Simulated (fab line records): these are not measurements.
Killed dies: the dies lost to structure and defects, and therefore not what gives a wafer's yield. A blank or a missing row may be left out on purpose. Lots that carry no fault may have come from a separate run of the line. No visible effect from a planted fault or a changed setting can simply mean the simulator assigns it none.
fab line records	flow n5-finfet
record: lots: 9	wafers: 27	last-day: 17
route steps=1938 shown BEOL_M4@1111 BEOL_M12@1636 BEOL_M13@1659 PASSIVATION@1936
lots untouched by any fault: they come from a run of this same line in which no faults occurred
start-h: hours from the record's opening day to when the first of the lot's shown wafers began	wait-h: how many hours have passed since the lot's step before this one	" identical to the entry in the row above	L1.1+2: several wafers, shown together as one row	- either no value or no given start	* or withheld: withheld	< > ~ a bound
route shown NAME@n: names a module that has steps shown in the file, with the first one's number in the route	usual: average and standard deviation across the fault-free wafers	same: alike in all rows	chamber/n: place in a boat	sites: each site's reading	_std_site: how widely they spread, as a standard deviation	_edge_site: mean of outer sites minus mean of inner sites	radius-mm: for every site, how far away it sits from the centre of the wafer	mask NAME#n: copy n	behind: tool/chamber where the wafer was last shaped	hold: cause of the lot's hold/its duration in hours/its outcome	device: transistor that didn't switch, given as n, p or np	end of line: tests of these same wafers at the route's end	a step with no rows: only its recipe	killed: dies lost to structure and defects at the first sort, not the wafer's yield	map: a wafer's dies, x killed, . not, _ none there
set.NAME: the setting that was run; set.NAME@STEP: the one run at that earlier step	model.NAME: the simulator's own value behind a step, which no gauge read
route steps across a sampled set of lots; one table per step, one row per wafer
services: the hour from which a tool's chamber was out of use, counted from the record's first day as start-h (under 0 if before that day), plus the number of hours and why
== steps ==
step: N5_BEOL_M4_RC_MEAS_101
usual: DIBL_N: 36.3/1.2	DIBL_P: 36.3/1.4	IOFF_N: 0.157/0.02	IOFF_P: 0.22/0.033	ION_N: 675/9.6	ION_P: 465/8.2	SS_N: 71.4/0.45	SS_P: 73.3/0.54	VT_N: 249.8/2.5	VT_P: -249/3.2
lot.wafer	tool	chamber	start-h	wait-h	DIBL_N[mV/V]	DIBL_P[mV/V]	IOFF_N[nA/um]	IOFF_P[nA/um]	ION_N[uA/um]	ION_P[uA/um]	SS_N[mV/dec]	SS_P[mV/dec]	VT_N[mV]	VT_P[mV]
L451.1	prober-01	0	170.35	0.0	37.2	38.5	0.169	0.23	681	466	71.4	72.8	246.2	-249
L451.4	"	0	"	"	36.6	37.3	0.150	0.21	676	467	71.6	72.7	249.8	-251
L451.5	"	0	"	"	35.3	36.4	0.137	0.20	661	457	71.5	73.0	251.9	-252
L456.2	prober-02	0	231.51	0.2	37.3	37.8	0.178	0.22	683	471	72.2	72.9	244.7	-250
L456.4	"	0	"	"	37.8	38.3	0.186	0.24	679	472	72.5	73.4	248.3	-250
L456.6	"	0	"	"	36.0	35.7	0.139	0.19	670	463	71.3	72.7	251.5	-252
L459.2	prober-01	0	248.07	0.2	37.8	36.3	0.164	0.23	671	462	72.0	73.7	251.0	-246
L459.4	"	0	"	"	37.8	36.7	0.176	0.25	688	474	71.1	73.4	247.2	-245
L459.5	"	0	"	"	37.6	35.7	0.170	0.23	684	472	71.6	73.5	248.2	-247
L465.1	prober-02	0	276.89	0.0	37.1	37.0	0.156	0.22	666	459	71.4	74.0	250.1	-249
L465.2	"	0	"	"	36.4	36.4	0.154	0.21	671	457	72.1	73.0	252.0	-251
L465.3	"	0	"	"	34.7	34.0	0.120	0.18	660	453	70.6	73.4	254.0	-253
L468.1	prober-02	0	299.64	0.0	35.0	35.0	0.143	0.25	674	464	72.2	73.6	251.8	-248
L468.4	"	0	"	"	35.3	35.0	0.149	0.23	677	472	71.7	73.6	252.1	-247
L468.5	"	0	"	"	34.5	33.3	0.137	0.21	687	473	71.4	73.2	250.9	-248
L469.1	prober-01	0	299.75	0.0	35.0	33.2	0.123	0.15	654	443	70.7	73.8	256.3	-256
L469.4	"	0	"	"	35.9	34.8	0.141	0.17	665	450	71.5	73.9	254.5	-258
L469.5	"	0	"	"	35.8	34.6	0.130	0.17	650	442	71.2	73.9	257.1	-256
L470.1	prober-02	0	300.57	0.2	35.0	35.5	0.126	0.18	653	459	70.5	72.8	254.0	-251
L470.4	"	0	"	"	35.4	36.4	0.127	0.19	661	460	71.3	73.2	254.7	-251
L470.6	"	0	"	"	34.6	35.6	0.115	0.18	658	459	70.8	73.1	254.7	-252
L471.1	prober-02	0	308.98	0.0	38.3	38.4	0.206	0.26	675	463	72.1	74.6	247.8	-247
L471.5	"	0	"	"	37.7	38.6	0.195	0.26	675	467	72.2	73.5	247.5	-249
L471.6	"	0	"	"	38.1	38.6	0.199	0.26	692	474	71.5	73.9	244.4	-245
L472.3	prober-02	0	315.34	0.3	37.2	37.3	0.186	0.26	691	481	71.4	74.0	247.1	-246
L472.5	"	0	"	"	37.1	36.7	0.174	0.25	683	473	71.6	74.1	249.6	-247
L472.6	"	0	"	"	35.9	34.6	0.154	0.22	689	474	70.7	73.9	253.2	-250
step: N5_BEOL_M12_ETCH_67
recipe: chemistry: CF4	target: SiARC	target-depth-a: 1430	time-s: 238.3	ion-energy-ev: 80	pressure-mtorr: 40	source-w: 545	bias-w: 36	Ar_flow_sccm: 100	cf4-flow-sccm: 100	ends: cleared
usual: drypump-motor-current-A: 5.8/0.43	etch-rf-on-time-s: 238/3.3	oes-product-au: 0.66/0.054	rf-vpp-V: 184.0/1	showerhead-plenum-p-Torr: 2.14/0.059	throttle-valve-pct: 15.72/0.3
lot.wafer	tool	chamber	start-h	wait-h	drypump-motor-current-A	etch-rf-on-time-s	oes-product-au	rf-hours-counter-h	rf-vpp-V	showerhead-plenum-p-Torr	throttle-valve-pct
L451.1	rie-diel-03	0	237.45	0.0	6.0	241	0.60	242	183.9	2.20	16.01
L451.4	"	3	"	"	5.1	245	0.59	240	181.6	2.03	15.85
L451.5	"	1	"	"	5.8	240	0.74	-	185.6	2.26	15.35
L456.2	rie-diel-06	0	300.23	0.0	5.8	242	0.62	181	184.0	2.13	15.77
L456.4	"	1	"	"	5.8	239	0.67	118	181.4	2.07	15.90
L456.6	"	2	"	"	6.8	244	0.61	-	184.7	2.12	16.17
L459.2	rie-diel-03	0	319.19	0.0	6.0	234	0.81	14	185.1	2.19	15.55
L459.4	"	3	"	"	5.1	239	0.82	7	183.9	2.28	15.42
L459.5	"	3	"	"	5.1	240	0.82	-	186.5	2.28	15.40
L465.1	rie-diel-06	3	338.58	0.0	5.4	234	0.67	143	183.3	2.14	15.53
L465.2	"	0	"	"	5.8	239	0.61	194	184.0	2.13	15.79
L465.3	"	1	"	"	5.8	236	0.66	133	181.4	2.06	15.93
L468.1	rie-diel-01	0	362.72	0.0	5.5	237	0.69	98	184.4	2.08	15.96
L468.4	"	1	"	"	5.5	234	0.65	-	182.7	2.14	15.37
L468.5	"	0	"	"	5.4	236	0.68	-	181.5	2.08	15.95
L469.1	rie-diel-06	1	363.55	0.0	5.7	236	0.65	143	183.5	2.06	15.94
L469.4	"	0	"	"	5.8	240	0.60	204	183.9	2.13	15.81
L469.5	"	0	"	"	5.7	239	0.61	-	183.2	2.13	15.80
L470.1	rie-diel-06	0	366.44	0.0	5.7	238	0.60	205	183.8	2.13	15.81
L470.4	"	1	"	"	5.8	235	0.66	144	182.3	2.06	15.92
L470.6	"	3	"	"	5.4	234	0.66	-	183.8	2.14	15.57
L472.3	rie-diel-03	0	376.97	0.0	6.0	233	0.78	35	185.4	2.19	15.61
L472.5	"	2	"	"	5.7	240	0.63	-	184.3	2.22	15.87
L472.6	"	1	"	"	5.8	243	0.68	-	186.5	2.25	15.42
L471.1	rie-diel-01	2	377.73	0.0	5.8	235	0.84	1	184.1	2.20	15.44
L471.5	"	1	"	"	5.5	233	0.65	-	184.2	2.13	15.40
L471.6	"	0	"	"	5.5	240	0.68	-	182.9	2.08	15.97
step: N5_BEOL_M12_ECD_47
recipe: material: Cu	target-thk-a: 7200
lot.wafer	tool	chamber	start-h	wait-h
L451.1+4+5	ecd-cu-02	1	239.35	0.1
L456.2+4+6	ecd-cu-02	0,1,0	304.00	0.1
L459.2+4+5	ecd-cu-02	1,0,0	321.64	0.1
L465.1+2+3	ecd-cu-02	1,0,0	340.44	0.1
L468.1+4+5	ecd-cu-02	0,1,0	369.40	0.1
L469.1+4+5	ecd-cu-01	1,0,0	369.42	0.1
L470.1+4+6	ecd-cu-02	1	369.83	0.1
L472.3+5+6	ecd-cu-02	0,0,1	379.32	0.1
L471.1+5+6	ecd-cu-02	0,0,1	380.19	0.1
step: N5_BEOL_M12_THK_MEAS_50
recipe: thk-meas-gauge: xrf	reads: Cu_of_BEOL_M12_ECD_47
usual: M12_THK: 323/4.9
lot.wafer	tool	chamber	start-h	wait-h	M12_THK[nm]
L451.1	film-metro-02	-	240.09	-	320
L451.4	"	-	"	"	318
L451.5	"	-	"	"	323
L456.2	film-metro-02	-	304.74	-	324
L456.4	"	-	"	"	324
L456.6	"	-	"	"	318
L459.2	film-metro-01	-	323.06	-	-
L459.4	"	-	"	"	-
L459.5	"	-	"	"	-
L465.1	film-metro-02	-	341.18	-	324
L465.2	"	-	"	"	323
L465.3	"	-	"	"	319
L468.1	film-metro-02	-	370.13	-	318
L468.4	"	-	"	"	320
L468.5	"	-	"	"	319
L469.1	film-metro-01	-	370.25	-	314
L469.4	"	-	"	"	314
L469.5	"	-	"	"	317
L470.1	film-metro-02	-	370.57	-	321
L470.4	"	-	"	"	319
L470.6	"	-	"	"	326
L472.3	film-metro-01	-	380.10	0.2	332
L472.5	"	-	"	"	325
L472.6	"	-	"	"	328
L471.1	film-metro-02	-	381.25	-	323
L471.5	"	-	"	"	323
L471.6	"	-	"	"	323
step: N5_BEOL_M12_RS_MEAS_54
recipe: thk-meas-gauge: four-point-probe	reads: Cu_of_BEOL_M12_ECD_47+Ta_of_BEOL_M12_SPUTTER_44+TaN_of_BEOL_M12_SPUTTER_43
usual: M12_RS: 0.0601/0.00083
lot.wafer	tool	chamber	start-h	wait-h	M12_RS[ohm/sq]
L451.1	film-metro-01	-	240.21	0.0	0.0602
L451.4	"	-	"	"	0.0612
L451.5	"	-	"	"	0.0593
L456.2	film-metro-02	-	304.87	0.0	0.0604
L456.4	"	-	"	"	0.0603
L456.6	"	-	"	"	0.0616
L459.2	film-metro-01	-	323.19	0.0	57.242
L459.4	"	-	"	"	57.110
L459.5	"	-	"	"	56.833
L465.1	film-metro-02	-	341.31	0.0	0.0603
L465.2	"	-	"	"	0.0606
L465.3	"	-	"	"	0.0612
L468.1	film-metro-02	-	370.26	0.0	0.0606
L468.4	"	-	"	"	0.0602
L468.5	"	-	"	"	0.0601
L469.1	film-metro-01	-	370.37	0.0	0.0610
L469.4	"	-	"	"	0.0609
L469.5	"	-	"	"	0.0605
L470.1	film-metro-02	-	370.69	0.0	0.0606
L470.4	"	-	"	"	0.0608
L470.6	"	-	"	"	0.0600
L472.3	film-metro-01	-	380.23	0.0	0.0584
L472.5	"	-	"	"	0.0600
L472.6	"	-	"	"	0.0598
L471.1	film-metro-01	-	381.38	0.0	0.0596
L471.5	"	-	"	"	0.0598
L471.6	"	-	"	"	0.0598
step: N5_BEOL_M12_INSPECT_55
recipe: inspect-instrument: darkfield	mode: post-dep
usual: raw-defect-count: 73/26
lot.wafer	tool	chamber	start-h	wait-h	raw-defect-count
L451.1	defect-inspect-01	-	240.24	0.0	64
L451.4	"	-	"	"	54
L451.5	"	-	"	"	111
L456.2	defect-inspect-01	-	304.89	0.0	48
L456.4	"	-	"	"	57
L456.6	"	-	"	"	63
L459.2	defect-inspect-01	-	323.21	0.0	132
L459.4	"	-	"	"	112
L459.5	"	-	"	"	99
L465.1	defect-inspect-02	-	341.34	0.0	61
L465.2	"	-	"	"	74
L465.3	"	-	"	"	59
L468.1	defect-inspect-02	-	370.29	0.0	65
L468.4	"	-	"	"	63
L468.5	"	-	"	"	49
L469.1	defect-inspect-02	-	370.40	0.0	59
L469.4	"	-	"	"	55
L469.5	"	-	"	"	70
L470.1	defect-inspect-01	-	370.72	0.0	48
L470.4	"	-	"	"	68
L470.6	"	-	"	"	45
L472.3	defect-inspect-01	-	380.25	0.0	82
L472.5	"	-	"	"	44
L472.6	"	-	"	"	49
L471.1	defect-inspect-02	-	381.40	0.0	91
L471.5	"	-	"	"	57
L471.6	"	-	"	"	92
step: N5_BEOL_M13_ILD_DEP_00
recipe: material: SiOC	target-thk-a: 8379.2	temp-c: 350	precursor: DEMS/O2	pressure-torr: 5	rf-w: 500	time-s: 166.4
usual: heater-power-w: 485/47	showerhead-plenum-p-Torr: 5.702/0.011	throttle-valve-pct: 12.1/0.73
lot.wafer	tool	chamber	start-h	wait-h	heater-power-w	showerhead-plenum-p-Torr	throttle-valve-pct
L451.1	pecvd-02	2	240.28	0.0	479	5.705	12.6
L451.4	"	0	"	"	431	5.695	12.2
L451.5	"	2	"	"	512	5.700	12.3
L456.2	pecvd-01	0	304.93	0.0	530	5.707	12.3
L456.4	"	1	"	"	498	5.703	12.4
L456.6	"	0	"	"	574	5.719	12.2
L465.1	pecvd-01	0	341.37	0.0	518	5.717	12.1
L465.2	"	2	"	"	457	5.700	11.2
L465.3	"	1	"	"	528	5.700	12.5
L468.1	pecvd-01	1	370.32	0.0	479	5.698	12.4
L468.4	"	2	"	"	538	5.696	11.2
L468.5	"	1	"	"	522	5.688	12.6
L469.1	pecvd-03	0	370.43	0.0	428	5.705	13.2
L469.4	"	2	"	"	459	5.700	10.8
L469.5	"	0	"	"	469	5.694	13.1
L470.1	pecvd-01	0	370.76	0.0	542	5.714	12.5
L470.4	"	2	"	"	506	5.709	11.0
L470.6	"	1	"	"	442	5.695	12.6
L472.3	pecvd-02	1	380.29	0.0	484	5.707	12.5
L472.5	"	1	"	"	500	5.704	12.9
L472.6	"	0	"	"	482	5.693	12.1
L471.1	pecvd-01	2	381.44	0.0	465	5.702	11.2
L471.5	"	1	"	"	490	5.693	12.6
L471.6	"	0	"	"	464	5.702	12.3
step: N5_PASSIVATION_PROBE_49
usual: defect-limited-yield: 91.1/1.4	killed_at_M0_to_M3: 33/10	killed_at_M4_up: 15/5.8	killed-at-contacts: 13/5.9	killed-at-front-end: 39/11	killed-at-other: 4/3.6	killed-dies: 105/16	killed-on-rim: 13/3.7	killed-open: 68/11	killed-short: 34/7.8	sort_bin_5_function: 5.2/0.88	sort_bin_6_memory: 3.3/0.61	sort-n-pass: 1075/16	sort-yield-pct: 91.1/1.4
same: gross-dies: 1180	killed-at-back-side: 0	sort_bin_4_leakage[%]: 0	sort_bin_8_speed[%]: 0
lot.wafer	tool	chamber	start-h	wait-h	defect-limited-yield[%]	killed_at_M0_to_M3	killed_at_M4_up	killed-at-contacts	killed-at-front-end	killed-at-other	killed-dies	killed-on-rim	killed-open	killed-short	sort_bin_5_function[%]	sort_bin_6_memory[%]	sort-n-pass	sort-yield-pct[%]
L459.2	prober-02	-	356.40	0.1	0	32	1097	15	29	7	1180	152	65	27	96.9	2.8	0	0
L459.4	prober-02	-	356.50	0.2	0	43	1076	9	48	4	1180	152	77	39	96.2	3.6	0	0
L459.5	prober-02	-	356.55	0.2	0	23	1093	14	45	5	1180	152	67	29	97.0	2.8	0	0
killed by level:class
L459.2 BEOL_M12:area-ecd=1088 MOL_CONTACT_COAG:geometric-particle:open=13 BEOL_M2:geometric-particle:open=9 FIN_SAQP:geometric-particle:open=7 BEOL_M1:geometric-particle:open=7 FIN_SAQP:geometric-particle:short=5 BEOL_M0_SAQP:geometric-particle:short=4 STI_FIN_REVEAL:geometric-particle:open=3
L459.4 BEOL_M12:area-ecd=1063 BEOL_M2:geometric-particle:open=13 FIN_SAQP:geometric-particle:open=11 BEOL_M0_SAQP:geometric-particle:short=11 MOL_CONTACT_COAG:geometric-particle:open=8 BEOL_M0_SAQP:geometric-particle:open=8 DUMMY_GATE:geometric-particle:open=7 STI_FIN_REVEAL:geometric-particle:short=7
L459.5 BEOL_M12:area-ecd=1084 FIN_SAQP:geometric-particle:open=13 STI_FIN_REVEAL:geometric-particle:open=10 MOL_CONTACT_COAG:geometric-particle:open=9 BEOL_M1:geometric-particle:open=8 FIN_SAQP:geometric-particle:short=6 MOL_CONTACT_COAG:geometric-particle:short=5 DUMMY_GATE:geometric-particle:open=4
== services ==
tool	chamber	start-h	hours	kind
ecd-cu-02	-	218.67	12.1	repair
rie-diel-01	1	247.05	2.6	repair
rie-diel-03	3	247.54	9.3	repair
rie-diel-03	0	259.40	-	clean
rie-diel-03	0	259.40	-	consumable-replace:focus-ring
rie-diel-03	0	259.40	20.5	scheduled-down
rie-diel-03	0	259.40	20.5	vent-cycle
ecd-cu-01	-	263.90	0.5	repair
rie-diel-03	-	267.25	1.6	repair
pecvd-01	2	275.48	5.5	scheduled-down
pecvd-01	0	280.94	2.1	scheduled-down
pecvd-02	1	291.17	6.9	repair
pecvd-03	2	307.31	8.5	repair
pecvd-03	-	318.67	1.6	repair
pecvd-01	2	326.37	11.2	repair
ecd-cu-01	-	326.55	2.7	repair
rie-diel-03	2	330.71	4.4	repair
pecvd-03	-	339.69	1.8	repair
rie-diel-06	-	370.27	2.8	pm
rie-diel-06	2	379.23	-	clean
rie-diel-06	2	379.23	-	consumable-replace:esc
rie-diel-06	2	379.23	-	consumable-replace:focus-ring
rie-diel-06	2	379.23	23.6	scheduled-down
rie-diel-06	2	379.23	23.6	vent-cycle
== key ==
first-sign: step: N5_BEOL_M12_THK_MEAS_50	reading: M12_THK	direction: missing
effect: step: N5_BEOL_M12_RS_MEAS_54	reading: M12_RS	direction: up	sigmas: 99+	usual: 0.0601	struck: 57.062
effect: step: N5_PASSIVATION_PROBE_49	reading: killed_at_M4_up	direction: up	sigmas: 99+	usual: 15	struck: 1089
more-kills-born-at: N5_BEOL_M12_ECD_47@ecd-cu-02: 3235
met-at N5_BEOL_M12_ECD_47
struck-lots L459
later-rows-left-out L459.2,L459.4,L459.5
not-acting-at N5_BEOL_M12_ETCH_67,N5_BEOL_M12_INSPECT_55,N5_BEOL_M13_ILD_DEP_00
onset-between 304.00 321.64
fault: kind: skipped-step-whole	tool: ecd-cu-02	chamber: -	onset-h: 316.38	steps: N5_BEOL_M12_ECD_47	scope: struck-lots-only
later-rows-left-out: the simulator's readings of these wafers behind a module that went badly wrong aren't trusted and aren't shown, but for the sort
